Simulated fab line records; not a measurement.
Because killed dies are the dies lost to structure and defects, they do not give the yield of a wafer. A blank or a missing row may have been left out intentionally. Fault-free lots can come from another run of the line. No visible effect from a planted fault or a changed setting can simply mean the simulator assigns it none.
Which tool did it? || flow n5_finfet || 36 wafers from 12 lots sampled at 2 of the route's 1938 steps

== WHAT THE GAUGES SHOWED, per wafer ==
N5_BEOL_M0_CUTY_OVL_MEAS_58.
{"lot": "L075", "measured": "day 6 00:33", "on": "overlay-01", "M0_ABLK_OVL (nm)": "1.0 1.2 1.2"}
{"lot": "L078", "measured": "day 6 21:25", "on": "overlay-01", "M0_ABLK_OVL (nm)": "0.0 0.4 0.7"}
{"lot": "L080", "measured": "day 7 05:14", "on": "overlay-02", "M0_ABLK_OVL (nm)": "1.1 1.0 0.4"}
{"lot": "L082", "measured": "day 7 18:54", "on": "overlay-02", "M0_ABLK_OVL (nm)": "-0.1 0.1 0.8"}
{"lot": "L084", "measured": "day 8 07:48", "on": "overlay-02", "M0_ABLK_OVL (nm)": "0.4 -0.1 0.3"}
{"lot": "L086", "measured": "day 8 16:49", "on": "overlay-01", "M0_ABLK_OVL (nm)": "1.5 0.7 0.9"}
{"lot": "L088", "measured": "day 9 02:22", "on": "overlay-02", "M0_ABLK_OVL (nm)": "-0.4 0.7 -0.3"}
{"lot": "L090", "measured": "day 9 17:24", "on": "overlay-02", "M0_ABLK_OVL (nm)": "-0.8 -0.2 0.0"}
{"lot": "L092", "measured": "day 10 04:59", "on": "overlay-01", "M0_ABLK_OVL (nm)": "0.9 -0.1 0.3"}
{"lot": "L076", "measured": "day 10 17:31", "on": "overlay-01", "M0_ABLK_OVL (nm)": "0.9 0.4 0.5"}
{"lot": "L095", "measured": "day 11 06:39", "on": "overlay-02", "M0_ABLK_OVL (nm)": "0.2 0.4 0.3"}
{"lot": "L096", "measured": "day 11 15:04", "on": "overlay-01", "M0_ABLK_OVL (nm)": "1.0 1.1 1.1"}

== TOOL THAT RAN EACH LOT (tool first, then ch and the chambers of the sampled wafers, then the start) ==
{"lot": "L075", "N5_BEOL_M0_SAQP_ETCH_88": "rie_diel-04 ch 1,3, day 5 23:00"}
{"lot": "L078", "N5_BEOL_M0_SAQP_ETCH_88": "rie_diel-02 ch 0,2,3, day 6 19:14"}
{"lot": "L080", "N5_BEOL_M0_SAQP_ETCH_88": "rie_diel-02 ch 0,1,2, day 7 03:52"}
{"lot": "L082", "N5_BEOL_M0_SAQP_ETCH_88": "rie_diel-04 ch 0,2, day 7 17:28"}
{"lot": "L084", "N5_BEOL_M0_SAQP_ETCH_88": "rie_diel-02 ch 0,1, day 8 06:30"}
{"lot": "L086", "N5_BEOL_M0_SAQP_ETCH_88": "rie_diel-02 ch 0,1,3, day 8 14:41"}
{"lot": "L088", "N5_BEOL_M0_SAQP_ETCH_88": "rie_diel-05 ch 1,2,3, day 9 01:04"}
{"lot": "L090", "N5_BEOL_M0_SAQP_ETCH_88": "rie_diel-02 ch 0,1,3, day 9 16:06"}
{"lot": "L092", "N5_BEOL_M0_SAQP_ETCH_88": "rie_diel-05 ch 0,1,3, day 10 03:47"}
{"lot": "L076", "N5_BEOL_M0_SAQP_ETCH_88": "rie_diel-02 ch 0,3, day 10 16:13"}
{"lot": "L095", "N5_BEOL_M0_SAQP_ETCH_88": "rie_diel-05 ch 0,3, day 11 05:28"}
{"lot": "L096", "N5_BEOL_M0_SAQP_ETCH_88": "rie_diel-02 ch 0,1,3, day 11 13:46"}
- N5_BEOL_M0_SAQP_ETCH_88: etches underlayer in N2/H2, target depth 6.5 nm, time 5.2 s.

== THE ANSWER, worked out from the rows above alone ==
Rule: the lots themselves supply what counts as usual. The widest of any qualifying gaps counts: lots, ordered by their means at a reading, are off when they make up no more than a third of the lots, leave a main group of 4 or more, and stand apart from it by 3 or more times the standard deviation of that group's means. A main group whose means are all the same, to the digits that the tables above print for the reading, isn't used. A lot without any number at a reading at which 4 lots or more have one is off too. The other lots that the step has rows for count as sound.
Nothing can be told from this: no lot is off at any reading shown.

== WHAT HAD BEEN PUT IN BY THE SIMULATOR ==
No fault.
